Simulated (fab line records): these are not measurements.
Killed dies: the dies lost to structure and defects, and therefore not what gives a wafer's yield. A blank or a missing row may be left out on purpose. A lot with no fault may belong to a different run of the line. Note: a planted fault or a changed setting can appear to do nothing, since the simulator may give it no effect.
Problem report, 8D (eight disciplines) form, completed by code + flow nand harc + the parts of the form that need people (team, actions taken, sign-off) are left out

## 1. WHAT IS WRONG
rf fwd power W at NHARC_A_BONDPAD_ETCH_24 reads a mean of 248.1 W on 2 wafers of 2 lots; wafers without a fault read 297.6 W with a standard deviation of 1.1. That is -45 standard deviations from the usual mean.
The step: etches the open film in CF4/N2, target depth 30 nm, time 72.99 s.
First observed at day 29 05:46: wafer L884.6, on rie diel-10. The record has a number at this step for 30 wafers belonging to 10 lots. The rule behind "out" and "out of limits": a value lying over 4 standard deviations away from the usual mean. The other wafers with a number count as sound.

## 2. WHAT IT IS, WHAT IT ISN'T
| question                    | is                             | is not                                                                                       |
|-----------------------------|--------------------------------|----------------------------------------------------------------------------------------------|
| which readings at this step | rf fwd power W, oes product au | drypump motor current A, mfc ar sccm, rf vpp V, showerhead plenum p Torr, throttle valve pct |
| which lots                  | L884, L886                     | L870, L871, L872, L874, L875, L882, L891, L892                                               |
| which wafers of those lots  | L884.6, L886.1                 | L884.3, L884.5, L886.3, L886.5                                                               |
| read on which tools         | rie diel-10                    | rie diel-03, rie diel-09                                                                     |
| when                        | from day 29 05:46              | up to then (20 sound wafers); but 8 sound wafers of L886, L891, L892 came after              |

## 3. SUSPECTS, AND WHAT RULES EACH OUT
Counting: a tool at a process step up to the reading stays a suspect if it ran every lot that is out. Sound lots after the first of them don't rule it out here, since some wafers of a struck lot are sound.
- rie diel-03 at NHARC_A_BONDPAD_ETCH_12 (etches the open film in CHF3/O2, target depth 220 nm, time 110 s): kept. It ran every lot that is out, first L884 (day 29 05:37). NHARC_A_BONDPAD_ETCH_12 gives no start for some lots, so the hours and the order of its lots are those of NHARC_A_BONDPAD_STRIP_15.
- rie diel-10 at NHARC_A_BONDPAD_STRIP_15 (strips in O2): kept. It processed each lot that is out (first: L884, day 29 05:37); up to then, its last sound lot is L882 (day 28 09:04).
- rie diel-10 at NHARC_A_BONDPAD_ETCH_24 (etches the open film in CF4/N2, target depth 30 nm, time 72.99 s): kept. It processed each lot that is out (first: L884, day 29 05:46); up to then, its last sound lot is L882 (day 28 09:12). On those wafers its own readings are out: oes product au, rf fwd power W.
- Within rie diel-10 at NHARC_A_BONDPAD_ETCH_24: the wafers that are out ran in chamber 3; their sound lot-mates ran in chambers 0, 1, 2.
After the count, these remain: rie diel-03 at NHARC_A_BONDPAD_ETCH_12, rie diel-10 at NHARC_A_BONDPAD_STRIP_15 and rie diel-10 at NHARC_A_BONDPAD_ETCH_24.

## 4. THE CAUSE (what the simulator had put in)
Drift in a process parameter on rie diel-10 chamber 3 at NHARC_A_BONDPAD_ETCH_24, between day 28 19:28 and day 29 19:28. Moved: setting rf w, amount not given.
After counting, 3 suspects remain, this tool included.

## 5. THE CHAIN OF EFFECTS, in route order
Each row: a reading where the mean over the struck wafers with a number is more than 3 standard deviations away from the usual. Readings are gone through only where the record gives a usual standard deviation; hours: the median, over the lots, of the time from a lot's start at the first step in this table giving one to that lot's start at this step; sigmas: the change measured in usual standard deviations.
| hours | step                    | reading        | usual      | on struck wafers | change | sigmas |
|-------|-------------------------|----------------|------------|------------------|--------|--------|
| 0     | NHARC_A_BONDPAD_ETCH_24 | oes product au | 0.996 a.u. | 0.904            | -0.092 | -9.9   |
| 0     | NHARC_A_BONDPAD_ETCH_24 | rf fwd power W | 297.6 W    | 248.1            | -49.6  | -45    |
Its process steps:
- NHARC_A_BONDPAD_ETCH_24: etches the open film in CF4/N2, target depth 30 nm, time 72.99 s.
At these later measuring or inspecting steps, every struck wafer for which the step has a row has a number for every such reading, and none has moved that far: NHARC_END_SORT_01.

## 6. HOW IT WOULD HAVE BEEN CAUGHT EARLIER
First out-of-limits reading in this record: day 29 05:46, which is 10 hours after fault onset at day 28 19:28.
